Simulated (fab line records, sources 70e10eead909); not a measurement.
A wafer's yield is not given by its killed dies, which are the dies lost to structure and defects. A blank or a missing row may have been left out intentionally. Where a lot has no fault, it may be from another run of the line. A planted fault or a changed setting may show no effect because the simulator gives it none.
fab line records -- flow nandHarc
[record] lots = 5, wafers = 15, lastDay = 24
route steps=1159 shown P_GATE@170 END@1159
lots with no fault: from the same line, run without faults
startH: hours from the record's first day to the start of the lot's first wafer shown -- waitH: time in hours since the lot's previous step -- " repeats the value in the row above -- L1.1+2: one row covering several wafers at once -- - no value, or no start given -- * or withheld: withheld -- < > ~ a bound
route shown NAME@n: names a module that has steps shown in the file, with the first one's number in the route -- usual: mean and standard deviation over wafers with no fault -- same: alike in all rows -- chamber/n: place in a boat -- sites: each site's reading -- _std_site: how widely they spread, as a standard deviation -- _edge_site: the outer-site mean with the inner-site mean subtracted -- radiusMm: for every site, how far away it sits from the centre of the wafer -- mask NAME#n: copy n -- behind: the tool/chamber that last shaped the wafer -- hold: reason for holding the lot/hours on hold/outcome of the hold -- device: whichever transistor did not switch (one of n, p or np) -- end of line: the tests these same wafers got at the end of their route -- a step without rows: its recipe alone -- killed: dies that structure and defects cost at the first sort, which is not the same as the wafer's yield -- map: a wafer's dies, x killed, . not, _ none there
set.NAME: the setting the step ran with; set.NAME@STEP: the setting that earlier step ran with -- model.NAME: the simulator's own value behind a step, which no gauge read
lots at selected steps of the route; one table per step, one row per wafer
services: the hour from which a tool's chamber was out of use, counted from the record's first day as startH (under 0 if before that day), plus the number of hours and why
[[steps]]
[step NHARC_P_GATE_CD_MEAS_46]
[recipe] targetCdNm = 720, landingEnergyEv = 500
[usual] cdNm = 719.9/2
lot.wafer,tool,chamber,startH,waitH,cdNm
L712.1,cdSem-02,0,115.71,-,716.7
L712.2,cdSem-02,0,115.71,-,719.5
L712.3,cdSem-02,0,115.71,-,722.1
L715.3,cdSem-02,0,143.97,-,719.6
L715.4,cdSem-02,0,143.97,-,718.7
L715.5,cdSem-02,0,143.97,-,716.4
L720.2,cdSem-02,0,183.72,-,716.1
L720.4,cdSem-02,0,183.72,-,721.4
L720.6,cdSem-02,0,183.72,-,720.2
L731.2,cdSem-02,0,225.94,-,719.3
L731.4,cdSem-02,0,225.94,-,717.6
L731.6,cdSem-02,0,225.94,-,721.9
L732.4,cdSem-03,0,244.43,-,717.7
L732.5,cdSem-03,0,244.43,-,719.5
L732.6,cdSem-03,0,244.43,-,715.4
[step NHARC_P_GATE_HARDBAKE_47]
[recipe] tempC = 125, timeS = 80
[step NHARC_P_GATE_DESCUM_48]
[recipe] timeS = 3, o2FlowSccm = 200, arFlowSccm = 0, biasPowerW = 0, chemistry = O2
[usual] drypumpMotorCurrentA = 5.8/0.46, oesProductAu = 0.999/0.01, rfVppV = 58.0/0.97, showerheadPlenumPTorr = 1.97/0.073, throttleValvePct = 11.311/0.01
lot.wafer,tool,chamber,startH,waitH,drypumpMotorCurrentA,oesProductAu,rfHoursCounterH,rfVppV,showerheadPlenumPTorr,throttleValvePct
L712.3,rieDiel-12,2,115.87,-,6.3,1.009,12,57.7,2.06,11.319
L712.2,rieDiel-12,3,115.87,-,5.3,0.994,15,57.3,2.02,11.302
L712.1,rieDiel-12,1,115.87,-,6.2,0.987,13,57.2,1.99,11.301
L715.3,rieDiel-13,3,144.15,-,5.4,1.010,13,59.1,1.92,11.310
L715.4,rieDiel-13,0,144.15,-,5.9,0.992,12,57.2,1.97,11.309
L715.5,rieDiel-13,2,144.15,-,6.3,0.995,-,57.4,1.84,11.308
L720.2,rieDiel-12,3,183.88,-,5.2,0.996,27,58.7,2.02,11.304
L720.4,rieDiel-12,2,183.88,-,6.3,1.030,25,57.6,2.05,11.299
L720.6,rieDiel-12,0,183.88,-,5.3,0.995,-,57.9,1.90,11.321
L731.2,rieDiel-12,0,226.09,-,5.4,1.015,2,57.8,1.90,11.307
L731.6,rieDiel-12,1,226.09,-,6.2,0.993,-,58.8,1.99,11.312
L731.4,rieDiel-12,2,226.09,-,6.3,0.999,-,57.5,2.05,11.312
L732.4,rieDiel-12,3,244.63,-,5.3,1.008,4,59.7,2.01,11.309
L732.5,rieDiel-12,0,244.63,-,5.4,1.005,-,58.2,1.90,11.314
L732.6,rieDiel-12,1,244.63,-,6.2,0.995,-,57.7,1.99,11.313
[step NHARC_P_GATE_IMPLANT_49]
[recipe] energyKev = 30, doseCm2 = 3e+15, tiltDeg = 7
[step NHARC_P_GATE_STRIP_111]
[recipe] powerW = 1500, tempC = 110, timeS = 250, chemistry = N2/H2
[usual] drypumpMotorCurrentA = 5.86/0.25, heaterPowerW = 79.8/2.7
lot.wafer,tool,chamber,startH,waitH,drypumpMotorCurrentA,heaterPowerW,rfHoursCounterH
L712.1,plasmaAsher-02,1,116.27,0.2,6.24,76.5,36
L712.2,plasmaAsher-02,0,116.27,0.2,5.89,83.7,36
L712.3,plasmaAsher-02,0,116.27,0.2,5.84,80.6,-
L715.4,plasmaAsher-02,1,144.59,0.2,6.23,75.3,-
L715.3,plasmaAsher-02,0,144.59,0.2,5.83,83.4,-
L715.5,plasmaAsher-02,0,144.59,0.2,5.86,82.2,-
L720.2,plasmaAsher-01,0,184.24,0.2,5.94,83.5,27
L720.4,plasmaAsher-01,0,184.24,0.2,5.94,82.7,-
L720.6,plasmaAsher-01,1,184.24,0.2,5.55,79.7,-
L731.2,plasmaAsher-01,0,226.54,0.2,5.94,84.2,44
L731.4,plasmaAsher-01,1,226.54,0.2,5.54,78.2,-
L731.6,plasmaAsher-01,0,226.54,0.2,5.95,82.3,-
L732.4,plasmaAsher-02,1,245.11,0.3,6.25,76.1,-
L732.5,plasmaAsher-02,0,245.11,0.3,5.89,81.6,-
L732.6,plasmaAsher-02,1,245.11,0.3,6.24,73.4,-
[step NHARC_P_GATE_STRIP_75]
[recipe] powerW = 1500, tempC = 250, chemistry = O2
[usual] drypumpMotorCurrentA = 5.86/0.25, heaterPowerW = 299/9.8
lot.wafer,tool,chamber,startH,waitH,drypumpMotorCurrentA,heaterPowerW,rfHoursCounterH
L712.1,plasmaAsher-02,1,116.57,0.2,6.25,293,36
L712.2,plasmaAsher-02,0,116.57,0.2,5.88,308,36
L712.3,plasmaAsher-02,0,116.57,0.2,5.88,300,-
L715.4,plasmaAsher-02,1,144.82,0.2,6.24,285,-
L715.3,plasmaAsher-02,0,144.82,0.2,5.89,301,-
L715.5,plasmaAsher-02,0,144.82,0.2,5.86,305,-
L720.2,plasmaAsher-01,0,184.54,0.2,5.98,315,27
L720.4,plasmaAsher-01,0,184.54,0.2,5.97,314,-
L720.6,plasmaAsher-01,1,184.54,0.2,5.53,294,-
L731.2,plasmaAsher-01,0,226.80,0.2,5.97,308,45
L731.4,plasmaAsher-01,1,226.80,0.2,5.54,301,-
L731.6,plasmaAsher-01,0,226.80,0.2,5.98,299,-
L732.4,plasmaAsher-02,1,245.29,0.1,6.24,284,-
L732.5,plasmaAsher-02,0,245.29,0.1,5.88,306,-
L732.6,plasmaAsher-02,1,245.29,0.1,6.25,283,-
[step NHARC_P_GATE_STRIP_50]
[recipe] timeS = 900, tempC = 130, chemistry = SPM
[step NHARC_P_GATE_DEHYDRATE_51]
[recipe] tempC = 150, timeS = 120
[step NHARC_P_GATE_HMDS_52]
[recipe] timeS = 30
[step NHARC_P_GATE_COAT_53]
[recipe] spinRpm = 3000
[step NHARC_P_GATE_SOFTBAKE_54]
[recipe] tempC = 122, timeS = 95
[step NHARC_P_GATE_EBR_55]
[step NHARC_P_GATE_EXPOSE_56]
[recipe] na = 0.6, targetCdNm = 720, doseMj = 14.81, maskId = P_PSD
[usual] stageVelMmS = 499.96/0.24
lot.wafer,tool,chamber,startH,waitH,mask,stageVelMmS
L712.1,krfScanner-01,0,117.33,-,P_PSD#0,499.93
L712.2,krfScanner-01,0,117.33,-,P_PSD#0,499.80
L712.3,krfScanner-01,0,117.33,-,P_PSD#0,499.82
L715.3,krfScanner-03,0,145.57,-,P_PSD#0,500.11
L715.4,krfScanner-03,0,145.57,-,P_PSD#0,499.74
L715.5,krfScanner-03,0,145.57,-,P_PSD#0,499.99
L720.2,krfScanner-03,0,185.37,-,P_PSD_R1#0,499.72
L720.4,krfScanner-03,0,185.37,-,P_PSD_R1#0,499.79
L720.6,krfScanner-03,0,185.37,-,P_PSD_R1#0,499.47
L731.2,krfScanner-03,0,227.57,-,P_PSD#0,500.12
L731.4,krfScanner-03,0,227.57,-,P_PSD#0,499.94
L731.6,krfScanner-03,0,227.57,-,P_PSD#0,499.96
L732.4,krfScanner-03,0,246.05,-,P_PSD#0,499.86
L732.5,krfScanner-03,0,246.05,-,P_PSD#0,500.27
L732.6,krfScanner-03,0,246.05,-,P_PSD#0,500.16
[step NHARC_P_GATE_PEB_57]
[recipe] pebTempC = 118, pebTimeS = 85
[step NHARC_P_GATE_DEVELOP_58]
[recipe] timeS = 70
[step NHARC_P_GATE_CD_MEAS_59]
[recipe] targetCdNm = 720, landingEnergyEv = 500
[usual] cdNm = 719.3/1.6
lot.wafer,tool,chamber,startH,waitH,hold,cdNm
L712.1,cdSem-02,0,117.49,-,-,718.8
L712.2,cdSem-02,0,117.49,-,-,717.4
L712.3,cdSem-02,0,117.49,-,-,717.2
L715.3,cdSem-01,0,145.72,-,-,719.9
L715.4,cdSem-01,0,145.72,-,-,719.8
L715.5,cdSem-01,0,145.72,-,-,719.1
L720.2,cdSem-02,0,185.52,-,awaitDispo/0.2h/release,780.6
L720.4,cdSem-02,0,185.52,-,awaitDispo/0.2h/release,781.3
L720.6,cdSem-02,0,185.52,-,awaitDispo/0.2h/release,782.7
L720.2,cdSem-02,0,-,-,-,780.1
L720.4,cdSem-02,0,-,-,-,781.1
L720.6,cdSem-02,0,-,-,-,783.0
L731.2,cdSem-03,0,227.73,-,-,719.8
L731.4,cdSem-03,0,227.73,-,-,720.4
L731.6,cdSem-03,0,227.73,-,-,720.7
L732.4,cdSem-03,0,246.20,-,-,720.0
L732.5,cdSem-03,0,246.20,-,-,718.7
L732.6,cdSem-03,0,246.20,-,-,719.7
[step NHARC_END_SORT_01]
[recipe] tempC = 25
[usual] defectLimitedYield = 95.2/1.3, killedAtArray = 29/9.4, killedAtOther = 0.7/1.3, killedAtPeriphery = 2.9/2.1, killedDies = 32/9, killedOpen = 3.3/1.8, killedShort = 1.9/1.4, sort_bin_2_pct = 1.4/0.53, sort_bin_3_pct = 0.28/0.21, sort_bin_4_pct = 3.1/0.91, sortNPass = 645/9, sortRimYieldPct = 97.4/1.7, sortYieldPct = 95.2/1.3
[same] grossDies = 677, sort_bin_5_pct[%] = 0, sort_bin_6_pct[%] = 0, sort_bin_7_pct[%] = 0, sort_bin_8_pct[%] = 0, sortRimNGross = 106.00
lot.wafer,tool,chamber,startH,waitH,defectLimitedYield[%],killedAtArray,killedAtOther,killedAtPeriphery,killedDies,killedOpen,killedShort,sort_bin_2_pct[%],sort_bin_3_pct[%],sort_bin_4_pct[%],sortNPass,sortRimYieldPct[%],sortYieldPct[%]
L712.1,prober-02,0,486.97,2.5,96.6,21,0,2,23,3,1,1.6,0,1.8,654,98.1,96.6
L712.2,prober-02,0,487.77,2.8,95.1,29,1,3,33,1,3,1.3,0.44,3.1,644,96.2,95.1
L712.3,prober-02,0,488.57,3.1,95.6,26,0,4,30,4,2,1.5,0.15,2.8,647,94.3,95.6
L715.3,prober-02,0,504.84,3.1,96.3,18,0,7,25,1,3,1.2,0.30,2.2,652,97.2,96.3
L715.4,prober-02,0,505.65,3.4,96.8,18,0,4,22,3,3,0.4,0.15,2.7,655,96.2,96.8
L715.5,prober-02,0,506.46,3.7,96.6,19,0,4,23,3,0,0.9,0,2.5,654,98.1,96.6
L731.2,prober-01,0,564.46,2.8,95.9,20,0,8,28,3,2,1.5,0.44,2.2,649,97.2,95.9
L731.4,prober-01,0,566.04,3.4,97.3,12,0,6,18,3,0,1.2,0.30,1.2,659,99.1,97.3
L731.6,prober-01,0,567.63,4.0,96.2,23,0,3,26,5,1,1.3,0.30,2.2,651,96.2,96.2
L732.4,prober-02,0,581.80,3.4,93.6,41,0,2,43,3,1,1.6,0.59,4.1,634,95.3,93.6
L732.5,prober-02,0,582.60,3.7,96.6,22,1,0,23,2,1,0.9,0,2.5,654,98.1,96.6
L732.6,prober-02,0,583.39,4.0,95.4,30,0,1,31,6,1,1.5,0.44,2.7,646,98.1,95.4
// killed by level:class
L712.1 A_CHANNEL_HOLE_D1:chamberFilmFlake=13 A_STAIRCASE:chamberFilmFlake=3 P_M0:geometricParticle:open=2 A_CONTACT:chamberFilmFlake=2 A_WL_FILL:geometricParticle:short=1 A_CONTACT:geometricParticle:open=1 A_ZERO_WELL:chamberFilmFlake=1
L712.2 A_CHANNEL_HOLE_D1:chamberFilmFlake=15 A_STAIRCASE:chamberFilmFlake=5 A_CONTACT:chamberFilmFlake=3 A_CONTACT:geometricParticle:short=2 A_WL_FILL:chamberFilmFlake=2 P_GATE:geometricParticle:short=1 A_CONTACT:geometricParticle:open=1 P_STI:chamberFilmFlake=1
L712.3 A_CHANNEL_HOLE_D1:chamberFilmFlake=10 A_CONTACT:chamberFilmFlake=5 A_STAIRCASE:chamberFilmFlake=4 P_M0:geometricParticle:short=2 A_ZERO_WELL:chamberFilmFlake=2 P_M0:geometricParticle:open=1 A_CONTACT:geometricParticle:open=1 A_BLC:geometricParticle:open=1
L715.3 A_STAIRCASE:chamberFilmFlake=6 A_CHANNEL_HOLE_D1:chamberFilmFlake=5 P_GATE:geometricParticle:short=2 P_M1:chamberFilmFlake=2 A_CONTACT:chamberFilmFlake=2 A_CHANNEL_FILL_D1:geometricParticle:short=1 A_M0:geometricParticle:open=1 P_ZERO_WELL:chamberFilmFlake=1
L715.4 A_CHANNEL_HOLE_D1:chamberFilmFlake=4 A_STAIRCASE:chamberFilmFlake=3 A_CONTACT:geometricParticle:open=2 P_ZERO_WELL:chamberFilmFlake=2 A_ZERO_WELL:chamberFilmFlake=2 A_CONTACT:chamberFilmFlake=2 A_SGD_CUT:geometricParticle:short=1 A_WL_FILL:geometricParticle:short=1
L715.5 A_CHANNEL_HOLE_D1:chamberFilmFlake=6 A_STAIRCASE:chamberFilmFlake=5 A_ZERO_WELL:chamberFilmFlake=3 P_ZERO_WELL:chamberFilmFlake=2 A_ONON_D1:geometricParticle:open=1 A_SGD_CUT:geometricParticle:open=1 A_M0:geometricParticle:open=1 P_STI:chamberFilmFlake=1
L731.2 A_CHANNEL_HOLE_D1:chamberFilmFlake=11 A_CONTACT:chamberFilmFlake=5 P_STI:chamberFilmFlake=2 P_GATE:geometricParticle:open=1 P_GATE:geometricParticle:short=1 P_M0:geometricParticle:open=1 A_CHANNEL_HOLE_D1:geometricParticle:short=1 A_CHANNEL_HOLE_D1:geometricParticle:open=1
L731.4 A_CHANNEL_HOLE_D1:chamberFilmFlake=6 P_GATE:chamberFilmFlake=3 A_CONTACT:chamberFilmFlake=3 P_STI:geometricParticle:open=1 P_CONTACT:geometricParticle:open=1 A_M0:geometricParticle:open=1 P_M0:chamberFilmFlake=1 A_STAIRCASE:chamberFilmFlake=1
L731.6 A_CHANNEL_HOLE_D1:chamberFilmFlake=9 A_CONTACT:chamberFilmFlake=8 A_M0:geometricParticle:open=2 P_M0:geometricParticle:open=1 A_ONON_D1:geometricParticle:open=1 A_SGD_CUT:geometricParticle:short=1 A_CONTACT:geometricParticle:open=1 P_ZERO_WELL:chamberFilmFlake=1
L732.4 A_SLIT:chamberFilmFlake=20 A_CONTACT:chamberFilmFlake=8 A_STAIRCASE:chamberFilmFlake=3 A_CHANNEL_HOLE_D1:chamberFilmFlake=2 A_M1:chamberFilmFlake=2 P_GATE:geometricParticle:open=1 P_CONTACT:geometricParticle:short=1 A_ONON_D1:geometricParticle:open=1
L732.5 A_SLIT:chamberFilmFlake=13 A_CONTACT:chamberFilmFlake=3 A_WL_FILL:chamberFilmFlake=2 A_CHANNEL_FILL_D1:geometricParticle:short=1 A_WL_FILL:geometricParticle:open=1 STARTING-WAFER:geometricParticle:open=1 A_CHANNEL_HOLE_D1:unspecified=1 A_STAIRCASE:chamberFilmFlake=1
L732.6 A_SLIT:chamberFilmFlake=14 A_CHANNEL_HOLE_D1:unspecified=3 A_WL_FILL:geometricParticle:open=2 A_WL_FILL:chamberFilmFlake=2 A_CONTACT:chamberFilmFlake=2 P_GATE:geometricParticle:open=1 A_CHANNEL_HOLE_D1:geometricParticle:short=1 A_CHANNEL_FILL_D1:geometricParticle:open=1
[[services]]
tool,chamber,startH,hours,kind
plasmaAsher-01,-,99.00,9.0,pm
rieDiel-13,-,99.00,9.0,pm
krfScanner-03,-,100.26,0.5,repair
rieDiel-12,2,101.17,3.5,repair
rieDiel-12,0,112.39,14.9,repair
rieDiel-13,-,154.72,0.8,repair
krfScanner-03,-,168.00,4.0,pm
krfScanner-01,-,171.49,0.5,repair
plasmaAsher-02,-,178.54,2.7,repair
plasmaAsher-02,-,183.41,9.0,pm
plasmaAsher-02,0,183.41,9.0,ventCycle
plasmaAsher-02,1,183.41,9.0,ventCycle
plasmaAsher-02,0,192.41,-,clean
plasmaAsher-02,1,192.41,-,clean
plasmaAsher-02,-,196.90,2.1,repair
rieDiel-13,0,199.13,4.1,repair
rieDiel-12,-,202.40,9.0,pm
krfScanner-03,-,204.11,3.0,repair
krfScanner-01,-,216.76,1.9,repair
rieDiel-12,3,225.81,4.9,repair
rieDiel-13,1,232.74,8.7,repair
plasmaAsher-01,-,233.44,3.1,repair
krfScanner-01,-,235.47,7.3,repair
plasmaAsher-02,-,237.72,1.6,repair
[[key]]
[firstSign] step = NHARC_P_GATE_EXPOSE_56, reading = mask, direction = changed
[effect] step = NHARC_P_GATE_CD_MEAS_59, reading = visit, direction = added
[effect] step = NHARC_P_GATE_CD_MEAS_59, reading = cdNm, direction = up, sigmas = 39, usual = 719.3, struck = 781.5
metAt NHARC_P_GATE_EXPOSE_56
struckWafers L720.2,L720.4,L720.6
rowsEnd L720.2,L720.4,L720.6
onsetBetween 145.57 185.37
[fault] kind = wrongMask, tool = any, chamber = -, onsetH = 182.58, steps = NHARC_P_GATE_EXPOSE_56, auxCopy = P_PSD_R1#0, cdOffsetNm = 61.344, scope = struckLotsOnly
// rowsEnd: these wafers met a further fault down the route, and their rows from its step on are left out
